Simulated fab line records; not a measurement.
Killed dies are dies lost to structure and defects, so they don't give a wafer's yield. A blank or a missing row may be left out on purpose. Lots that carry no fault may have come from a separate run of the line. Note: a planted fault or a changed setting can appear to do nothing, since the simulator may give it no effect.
A lot that was struck, set against a sound lot -- flow n5-finfet -- 43 out of 1938 route steps
Sound: the wafers L705.2, L705.3, L705.6. The struck wafers were L698.2, L698.3, L698.4. The cause is given at the end.
Order at every step that has rows: each side's tool, ch and its chambers, its first start. Under that, the readings that differ: sound wafers -- struck wafers -- difference of the means -- sigmas: that difference in standard deviations of wafers without a fault.
alike: a reading whose means differ by less than 2 such deviations, as well as words and numbers matching on both sides. not compared: withheld readings; readings where some wafer has no value; bounds like >300 that might hide an equal value; numbers whose values overlap and for which the record gives no deviation.
The two part at a step that has a row with sigmas, a row that says differs or no value, or rows on one side only. When numbers do not overlap yet have no deviation, they are printed without sigmas and do not part them. Lack of a reading on every wafer of one side parts them only where that side has two or more wafers.

first, 11 steps without rows for these wafers: N5_BEOL_M2_DESCUM_33 (chemistry O2, time 7 s); N5_BEOL_M2_ETCH_77 (etches underlayer in N2/H2, target depth 6.5 nm, time 5.2 s); N5_BEOL_M2_ETCH_69 (etches SiARC in CF4, target depth 15.6 nm, time 26 s); N5_BEOL_M2_ALD_98 (deposits SiO2, target thk 2.5 nm, pulse time 1 s, co reactant pulse time 1 s); N5_BEOL_M2_ETCHBACK_99 (etches SiO2 in CHF3, target depth 5 nm, time 10.4 s); N5_BEOL_M2_ETCH_70 (etches SOC in N2/H2, target depth 80 nm, overetch 24 nm, time 130 s); N5_BEOL_M2_STRIP_71 (strips in N2/H2); N5_BEOL_M2_STRIP_78 (strips in N2/H2); N5_BEOL_M2_VIA_ETCH_34 (etches the open film in C4F6/O2, target depth 69.4 nm, time 65.9 s); N5_BEOL_M2_STRIP_83 (strips in C4F6/O2); N5_BEOL_M2_STRIP_36 (strips in N2/H2).
N5_BEOL_M2_TRENCH_ETCH_37: etches SiOC in C4F6/O2, target depth 55.555 nm, time 29.2 s.
  sound on rie-diel-06 ch 1,3, day 12 13:35; struck on rie-diel-01 ch 0,1,2, day 10 00:31
reading,sound,struck,difference,sigmas
rf-fwd-power-W (W),348.9 347.2 347.4,287.0 280.8 289.8,-62.0,-30
rf-vpp-V (V),680 657 657,722 724 747,+66,+6
model.BEOL_M2.feature-depth-nm (nm),55 56.8 56.6,50 52.8 51.8,-5,
model.etch.depth-nm (nm),55.05 56.77 56.65,49.97 52.88 51.87,-4.58,
  alike: bias-w, drypump-motor-current-A, oes-product-au, showerhead-plenum-p-Torr, throttle-valve-pct
  not compared: rf-hours-counter-h
then, 2 steps without rows for these wafers: N5_BEOL_M2_ETCH_41 (etches SiCN in CH3F/O2, target depth 29.9 nm, time 52.5 s); N5_BEOL_M2_STRIP_97 (strips in N2/H2, time 10 s).
N5_BEOL_M2_OCD_MEAS_38:
  sound on ocd-01 at day 12 13:45; struck on ocd-02 at day 10 00:40
reading,sound,struck,difference,sigmas
trench-depth-nm (nm),56.0 56.8 57.2,50.0 52.8 51.6,-5.2,-4
then, 25 steps without rows for these wafers: N5_BEOL_M2_HM_STRIP_39 (strips TiN in peroxide tin strip, target depth 25 nm, time 158 s); N5_BEOL_M2_SRD_40 (time 30 s); N5_BEOL_M2_PRECLEAN_42 (cleans in residue remover, time 60 s); N5_BEOL_M2_SRD_43 (time 30 s); N5_BEOL_M2_DEGAS_44 (time 60 s); N5_BEOL_M2_PRE_CLEAN_45 (time 30 s); N5_BEOL_M2_ALD_84 (deposits TaN, pulse time 2 s, purge time 3 s, co reactant purge time 2 s); N5_BEOL_M2_SURFACE_TREAT_85; N5_BEOL_M2_CVD_47 (deposits Co from CCTBA/H2, target thk 3 nm, time 223.8 s); N5_BEOL_M2_SPUTTER_48 (material Cu, target thk 4.5 nm, time 8.29 s); N5_BEOL_M2_ANNEAL_49 (time 240 s); N5_BEOL_M2_SPUTTER_79 (material Cu, target thk 4.5 nm, time 8.29 s); N5_BEOL_M2_ANNEAL_80 (time 240 s); N5_BEOL_M2_SPUTTER_81 (material Cu, target thk 4.5 nm, time 8.29 s); N5_BEOL_M2_ANNEAL_82 (time 240 s); N5_BEOL_M2_SPUTTER_86 (material Cu, target thk 4.5 nm, time 8.29 s); N5_BEOL_M2_ANNEAL_87 (time 240 s); N5_BEOL_M2_SPUTTER_88 (material Cu, target thk 4.5 nm, time 8.29 s); N5_BEOL_M2_ANNEAL_89 (time 240 s); N5_BEOL_M2_SPUTTER_90 (material Cu, target thk 4.5 nm, time 8.29 s); N5_BEOL_M2_ANNEAL_91 (time 240 s); N5_BEOL_M2_SPUTTER_92 (material Cu, target thk 4.5 nm, time 8.29 s); N5_BEOL_M2_ANNEAL_93 (time 240 s); N5_BEOL_M2_SPUTTER_94 (material Cu, target thk 4.5 nm, time 8.29 s); N5_BEOL_M2_ANNEAL_95 (time 240 s).
N5_BEOL_M2_CMP_52: polishes, stops on SiOC, t overpolish 6.8 s, target thk 40 nm.
  sound on cmp-04 ch 0,1,3, day 12 17:02; struck on cmp-04 ch 0,1,3, day 10 03:55
reading,sound,struck,difference,sigmas
time-to-endpoint-s (s),60 57 60,67 66 68,+8,+3
model.Cu_of_BEOL_M2_ECD_50.thk-nm (nm),39.8 40 40.8,35.8 38.4 38.2,-2.7,
  alike: barrier-field-endpoint-s, motor-current-A, overpolish-run-s
N5_BEOL_M4_RC_MEAS_101:
  sound on prober-02 ch 0, day 14 05:29; struck on prober-02 ch 0, day 11 07:08
reading,sound,struck,difference,sigmas
ION_P (uA/um),459 453 454,477 472 471,+18,+2
SS_N (mV/dec),73.6 72.5 72.5,70.9 71.5 71.9,-1.4,-2
  alike: DIBL_N, DIBL_P, IOFF_N, IOFF_P, ION_N, SS_P, VT_N, VT_P
-- here the record skips 4 days between the struck wafers' starts before and after, leaving off in module BEOL_M4 and picking up in module PASSIVATION (first step shown: number 1936 of the route) --
N5_PASSIVATION_PROBE_49:
  the record has rows for the struck wafers here (prober-01, day 15 16:55) and none for the sound ones

## WHERE THEY PART
First at N5_BEOL_M2_TRENCH_ETCH_37; last, within this record, at N5_PASSIVATION_PROBE_49.

WHY: what the simulator had put in
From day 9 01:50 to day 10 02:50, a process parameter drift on rie-diel-01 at N5_BEOL_M2_TRENCH_ETCH_37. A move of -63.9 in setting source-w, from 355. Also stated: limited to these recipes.
